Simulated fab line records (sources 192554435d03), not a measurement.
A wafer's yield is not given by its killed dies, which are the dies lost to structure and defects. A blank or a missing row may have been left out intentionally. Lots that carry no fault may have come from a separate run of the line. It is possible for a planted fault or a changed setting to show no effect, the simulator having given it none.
Comparing a struck lot with a sound one ; flow n5-finfet ; 39 out of 1938 route steps
Sound: wafers L657.1, L657.2, L657.5. Struck: wafer L652.3. (L652.1, L652.6 of the same lot were not struck and are left out.) The cause comes at the end.
Per side, at each step with rows, come the tool, then ch with its chambers, and then its first start. Under that, the readings that differ: sound wafers ; struck wafers ; difference of the means ; sigmas: that difference in standard deviations of wafers without a fault.
alike: same words and numbers on both sides, and readings whose means sit less than 2 such deviations apart. not compared: any withheld reading, any reading some wafer has no value for, any bound like >300 that may hide the same value, and any number with overlapping values for which the record gives no deviation.
The two part at a step that has a row with sigmas, a row that says differs or no value, or rows on one side only. Numbers that have no deviation but don't overlap get no sigmas and don't part them. A reading that every wafer of one side lacks parts them only if that side has two wafers or more.

first, 10 steps without rows for these wafers: N5_BEOL_M1_STRIP_36 (strips in N2/H2); N5_BEOL_M1_TRENCH_ETCH_37 (etches SiOC in C4F6/O2, target depth 55.207 nm, time 29 s); N5_BEOL_M1_ETCH_41 (etches SiCN in CH3F/O2, target depth 31.9 nm, time 57.8 s); N5_BEOL_M1_STRIP_97 (strips in N2/H2, time 10 s); N5_BEOL_M1_HM_STRIP_39 (strips TiN in peroxide tin strip, target depth 25 nm, time 158 s); N5_BEOL_M1_SRD_40 (time 30 s); N5_BEOL_M1_PRECLEAN_42 (cleans in residue remover, time 60 s); N5_BEOL_M1_SRD_43 (time 30 s); N5_BEOL_M1_DEGAS_44 (time 60 s); N5_BEOL_M1_PRE_CLEAN_45 (time 30 s).
N5_BEOL_M1_ALD_84: deposits TaN, pulse time 2 s, purge time 3 s, co reactant purge time 2 s.
  sound on ald-metal-02 ch 1,2,3, day 10 14:34; struck on ald-metal-03 ch 3, day 8 04:56
reading;sound;struck;difference;sigmas
ald-cycles;30 30 30;58;+28;
  alike: heater-power-w
  not compared: model.TaN_of_BEOL_M1_ALD_84.thk-nm
then, 26 steps without rows for these wafers: N5_BEOL_M1_SURFACE_TREAT_85; N5_BEOL_M1_CVD_47 (deposits Co from CCTBA/H2, target thk 3 nm, time 223.8 s); N5_BEOL_M1_SPUTTER_48 (material Cu, target thk 4.5 nm, time 8.29 s); N5_BEOL_M1_ANNEAL_49 (time 240 s); N5_BEOL_M1_SPUTTER_79 (material Cu, target thk 4.5 nm, time 8.29 s); N5_BEOL_M1_ANNEAL_80 (time 240 s); N5_BEOL_M1_SPUTTER_81 (material Cu, target thk 4.5 nm, time 8.29 s); N5_BEOL_M1_ANNEAL_82 (time 240 s); N5_BEOL_M1_SPUTTER_86 (material Cu, target thk 4.5 nm, time 8.29 s); N5_BEOL_M1_ANNEAL_87 (time 240 s); N5_BEOL_M1_SPUTTER_88 (material Cu, target thk 4.5 nm, time 8.29 s); N5_BEOL_M1_ANNEAL_89 (time 240 s); N5_BEOL_M1_SPUTTER_90 (material Cu, target thk 4.5 nm, time 8.29 s); N5_BEOL_M1_ANNEAL_91 (time 240 s); N5_BEOL_M1_SPUTTER_92 (material Cu, target thk 4.5 nm, time 8.29 s); N5_BEOL_M1_ANNEAL_93 (time 240 s); N5_BEOL_M1_SPUTTER_94 (material Cu, target thk 4.5 nm, time 8.29 s); N5_BEOL_M1_ANNEAL_95 (time 240 s); N5_BEOL_M1_SPUTTER_96 (material Cu, target thk 4.5 nm, time 8.29 s); N5_BEOL_M1_ECD_50 (material Cu, target thk 300 nm); N5_BEOL_M1_ANNEAL_51 (time 90 s); N5_BEOL_M1_CMP_52 (polishes, stops on SiOC, t overpolish 6.8 s, target thk 40 nm); N5_BEOL_M1_PRE_CLEAN_60 (time 15 s); N5_BEOL_M1_CO_CAP_55 (material Co, precursor CCTBA/H2, target thk 2 nm, time 102.1 s); N5_BEOL_M1_PRE_CLEAN_56 (time 15 s); N5_BEOL_M1_DEP_57 (deposits SiCN from 3MS/NH3, target thk 8 nm, time 14 s).
N5_BEOL_M4_RC_MEAS_101:
  sound on prober-01 ch 0, day 11 21:57; struck on prober-01 ch 0, day 9 18:31
reading;sound;struck;difference;sigmas
CHAIN_V0 (ohm/link);227 229 226;491;+264;+26
CHAIN_V0_max_site (ohm/link);231 233 234;523;+290;+26
DIBL_N (mV/V);41.1 41.0 39.7;36.1;-4.5;-2
IOFF_N (nA/um);0.26 0.24 0.22;0.15;-0.09;-2
IOFF_P (nA/um);0.31 0.31 0.27;0.19;-0.11;-3
SERP_M1 (ohm/um);207 185 186;327;+134;+10
SERP_M1_max_site (ohm/um);212 191 198;349;+149;+10
SS_N (mV/dec);72.6 72.6 72.9;71.0;-1.7;-3
SS_P (mV/dec);74.0 75.2 74.5;73.0;-1.6;-2
VT_N (mV);240 244 244;254;+11;+3
  alike: DIBL_P, ION_N, ION_P, VT_P
-- record jumps: 5 days separate the struck wafers' starts on either side; left off in module BEOL_M4, taken up again in module PASSIVATION, whose first shown step is the route's number 1936 --
N5_PASSIVATION_PROBE_49:
  sound on prober-01 at day 16 13:31; struck on prober-02 at day 14 11:26
reading;sound;struck;difference;sigmas
killed-on-rim;15 11 7;21;+10;+2
sort_bin_8_speed (%);0 0 0.08;1.36;+1.33;+99 or more
  alike: defect-limited-yield, killed_at_M0_to_M3, killed_at_M4_up, killed-at-contacts, killed-at-front-end, killed-at-other, killed-dies, killed-open, killed-short, sort_bin_4_leakage, sort_bin_5_function, sort_bin_6_memory, sort-n-pass

WHERE THEY PART
At N5_BEOL_M4_RC_MEAS_101 first; at N5_PASSIVATION_PROBE_49 last (within this record only).

WHY: the cause the simulator had injected
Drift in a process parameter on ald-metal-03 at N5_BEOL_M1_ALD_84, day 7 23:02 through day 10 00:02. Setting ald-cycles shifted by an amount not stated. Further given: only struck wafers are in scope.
